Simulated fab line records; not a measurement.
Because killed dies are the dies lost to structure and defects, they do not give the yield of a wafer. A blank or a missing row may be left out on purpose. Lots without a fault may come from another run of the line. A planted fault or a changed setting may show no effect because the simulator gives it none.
A lot that was struck, set against a sound lot -- flow nand-harc -- 14 steps out of a route of 1302
Sound: the wafers L938.2, L938.5, L938.6. The struck wafers were L951.2, L951.4. The cause is given at the end.
Order at every step that has rows: each side's tool, ch and its chambers, its first start. Under that, the readings that differ: sound wafers -- struck wafers -- difference of the means -- sigmas: that difference in standard deviations of wafers without a fault.
alike: readings whose means differ by less than 2 such deviations, and words and numbers that are the same on both sides. not compared: withheld readings, readings that some wafer has no value for, bounds like >300 that may hide the same value, and numbers for which the record gives no deviation and whose values overlap.
Wherever a step has rows on one side only, a row that says differs or no value, or a row with sigmas, the two part there. Numbers that have no deviation but don't overlap get no sigmas and don't part them. Lack of a reading on every wafer of one side parts them only where that side has two or more wafers.

first, 8 steps without rows for these wafers: NHARC_THIN_TSV_DEHYDRATE_25 (time 120 s); NHARC_THIN_TSV_HMDS_26 (time 30 s); NHARC_THIN_TSV_COAT_27; NHARC_THIN_TSV_SOFTBAKE_28 (time 95 s); NHARC_THIN_TSV_EBR_29; NHARC_THIN_TSV_EXPOSE_30 (exposes mask PAD); NHARC_THIN_TSV_PEB_31 (peb time 85 s); NHARC_THIN_TSV_DEVELOP_32 (time 70 s).
NHARC_THIN_TSV_CD_MEAS_33: target cd 5000 nm.
  sound on cd-sem-02 ch 0, day 25 11:34; struck on cd-sem-02 ch 0, day 30 14:24
  alike: cd-nm
then, 1 step without rows for these wafers: NHARC_THIN_TSV_HARDBAKE_34 (time 80 s).
NHARC_THIN_TSV_DESCUM_35: chemistry O2, time 3 s.
  sound on rie-diel-03 ch 0,3, day 25 11:44; struck on rie-diel-03 ch 0,2, day 30 14:34
  alike: drypump-motor-current-A, oes-product-au, rf-vpp-V, showerhead-plenum-p-Torr, throttle-valve-pct
  not compared: rf-hours-counter-h
NHARC_THIN_TSV_ETCH_59: etches the open film in Cl2/BCl3, target depth 880 nm, time 138.1 s.
  sound on rie-metal-01 ch 0,1, day 25 11:53; struck on rie-metal-01 ch 0, day 30 14:43
  alike: drypump-motor-current-A, mfc-cl2-sccm, oes-product-au, run-length-s, throttle-valve-pct
  not compared: rf-hours-counter-h
NHARC_THIN_TSV_ETCH_36: etches the open film in Cl2/BCl3, target depth 65 nm, time 18.571 s.
  sound on rie-metal-01 ch 0,1, day 25 12:07; struck on rie-metal-01 ch 0,1, day 30 14:57
reading,sound,struck,difference,sigmas
run-length-s (s),39.6 39.4 40.0,35.3 35.2,-4.4,-11
  alike: drypump-motor-current-A, oes-product-au
  not compared: rf-hours-counter-h
NHARC_THIN_TSV_STRIP_56: strips in O2.
  sound on plasma-asher-01 ch 0,1, day 25 12:34; struck on plasma-asher-02 ch 1, day 30 15:05
reading,sound,struck,difference,sigmas
rf-refl-power-W (W),24 24 29,- -,no value on the struck wafers,
  alike: drypump-motor-current-A, heater-power-w
  not compared: rf-hours-counter-h

WHERE THEY PART
Earliest at NHARC_THIN_TSV_ETCH_36; latest, in this record, at NHARC_THIN_TSV_STRIP_56.

WHY: the cause the simulator had injected
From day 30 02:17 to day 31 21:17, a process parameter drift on rie-metal-01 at NHARC_THIN_TSV_ETCH_36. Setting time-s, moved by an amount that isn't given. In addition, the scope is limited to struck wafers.
